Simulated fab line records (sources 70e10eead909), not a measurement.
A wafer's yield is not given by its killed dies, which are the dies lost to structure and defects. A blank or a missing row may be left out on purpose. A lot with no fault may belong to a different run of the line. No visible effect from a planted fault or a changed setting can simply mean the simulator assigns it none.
Matching of chambers || flow nand-harc || NHARC_A_ZERO_WELL_DESCUM_12 on rie-diel-11 has 4 sister chambers
The step chemistry O2, time 3 s. 4 wafers are shown with their chamber, then 8 later ones without.

== WAFERS WITH THEIR CHAMBER ==
{"wafer": "L631.2", "chamber": 2, "drypump-motor-current-A (A)": 6.0}
{"wafer": "L633.1", "chamber": 3, "drypump-motor-current-A (A)": 6.2}
{"wafer": "L633.5", "chamber": 0, "drypump-motor-current-A (A)": 6.2}
{"wafer": "L635.2", "chamber": 1, "drypump-motor-current-A (A)": 5.9}

== WAFERS MISSING THEIR CHAMBER ==
{"wafer": "L635.3", "drypump-motor-current-A (A)": 6.2}
{"wafer": "L635.5", "drypump-motor-current-A (A)": 5.9}
{"wafer": "L640.2", "drypump-motor-current-A (A)": 6.2}
{"wafer": "L640.3", "drypump-motor-current-A (A)": 6.3}
{"wafer": "L640.6", "drypump-motor-current-A (A)": 6.3}
{"wafer": "L642.3", "drypump-motor-current-A (A)": 6.1}
{"wafer": "L642.4", "drypump-motor-current-A (A)": 5.9}
{"wafer": "L642.5", "drypump-motor-current-A (A)": 5.9}

== WHICH CHAMBER EACH WENT THROUGH ==
{"wafer": "L635.3", "from the rows above": "can't be placed: 0 or 3", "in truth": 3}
{"wafer": "L635.5", "from the rows above": "can't be placed: 1 or 2", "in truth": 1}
{"wafer": "L640.2", "from the rows above": "can't be placed: 0 or 3", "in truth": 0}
{"wafer": "L640.3", "from the rows above": "can't be placed: 0 or 3", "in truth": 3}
{"wafer": "L640.6", "from the rows above": "can't be placed: 0 or 3", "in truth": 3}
{"wafer": "L642.3", "from the rows above": "can't be placed: 2 or 0 or 3 or 1", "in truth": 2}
{"wafer": "L642.4", "from the rows above": "can't be placed: 1 or 2", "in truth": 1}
{"wafer": "L642.5", "from the rows above": "can't be placed: 1 or 2", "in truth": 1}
Correct placement for 0 of the 8. Not placeable from these rows: 8 (in 8, the candidates include the true chamber). Placed wrongly: 0.
How it was worked out, from the rows above alone: a wafer's distance from a chamber is the root of the sum, over the readings, of the square of ((its reading less the chamber's mean) divided by the reading's scatter). If the next closest chamber is less than 2 further off than the closest, the wafer can't be placed; otherwise it belongs to the closest. The mean given for a chamber averages the wafers shown for that chamber. The scatter: with one shown wafer a chamber, the root of the mean of the squares of how far each hidden wafer lies from its nearest shown one.
